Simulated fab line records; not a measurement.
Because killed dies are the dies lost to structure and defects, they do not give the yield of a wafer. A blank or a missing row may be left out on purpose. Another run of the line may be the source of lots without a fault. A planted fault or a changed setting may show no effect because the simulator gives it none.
Chamber matching | flow nand-harc | NHARC_A_SLIT_DEP_25 on pecvd-03 has 3 sister chambers
The step deposits SiO2, target thk 200 nm. 18 wafers are shown with their chamber, then 9 later ones without.

WAFERS PAIRED WITH THEIR CHAMBERS
wafer  | chamber | throttle-valve-pct (%) | heater-power-w (W) | susceptor-temp-C (C)
L076.2 | 1       | 16.6                   | 573                | 399.89
L076.4 | 1       | 16.8                   | 446                | 400.02
L076.6 | 0       | 15.3                   | 715                | 399.92
L077.2 | 0       | 15.1                   | 793                | 400.24
L077.4 | 0       | 15.2                   | 785                | 400.38
L077.5 | 2       | 16.2                   | 582                | 399.99
L078.2 | 1       | 17.0                   | 524                | 399.94
L078.4 | 2       | 16.0                   | 475                | 399.74
L078.5 | 1       | 16.6                   | 553                | 400.43
L082.2 | 2       | 15.7                   | 582                | 399.99
L082.4 | 1       | 17.0                   | 495                | 399.99
L082.5 | 0       | 15.4                   | 768                | 399.82
L079.1 | 0       | 15.2                   | 858                | 400.20
L079.2 | 1       | 17.1                   | 582                | 400.08
L079.6 | 1       | 16.8                   | 593                | 400.25
L086.1 | 2       | 16.1                   | 525                | 399.99
L086.2 | 1       | 16.8                   | 477                | 399.90
L086.4 | 0       | 15.4                   | 765                | 400.21

SIGNATURES (averages over the wafers above)
reading            | chamber 0 | chamber 1 | chamber 2 | scatter within a chamber
throttle-valve-pct | 15.267    | 16.838    | 16.000    | 0.174
heater-power-w     | 780.67    | 530.38    | 541.00    | 51
susceptor-temp-C   | 400.1283  | 400.0625  | 399.9275  | 0.186
Rule: for each reading, subtract the chamber's mean from the wafer's reading, divide by that reading's scatter and square the result; add these up over the readings and take the root, which gives the wafer's distance from the chamber. The wafer belongs to the nearest chamber; if the next one is less than 2 further off, it can't be placed. The scatter: the root of (the sum of the squares of (reading less its chamber's mean) over the shown wafers, divided by (wafers less chambers)).

WAFERS WITH NO CHAMBER GIVEN
wafer  | throttle-valve-pct (%) | heater-power-w (W) | susceptor-temp-C (C)
L088.1 | 15.6                   | 693                | 400.04
L088.3 | 16.8                   | 548                | 400.01
L088.4 | 15.5                   | 697                | 399.79
L089.2 | 17.0                   | 578                | 399.90
L089.4 | 15.2                   | 768                | 400.18
L089.5 | 16.9                   | 438                | 399.85
L094.1 | 15.6                   | 698                | 400.09
L094.2 | 15.9                   | 449                | 399.85
L094.5 | 15.5                   | 737                | 399.80

CHAMBER TAKEN BY EACH
wafer  | from the rows above     | in truth
L088.1 | can't be placed: 0 or 2 | 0
L088.3 | 1                       | 1
L088.4 | can't be placed: 0 or 2 | 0
L089.2 | 1                       | 1
L089.4 | 0                       | 0
L089.5 | 1                       | 1
L094.1 | can't be placed: 0 or 2 | 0
L094.2 | 2                       | 2
L094.5 | 0                       | 0
Placed correctly: 6 of 9. Unplaceable from these rows: 3, with the true chamber sitting among the candidates in 3. Number placed wrongly: 0.
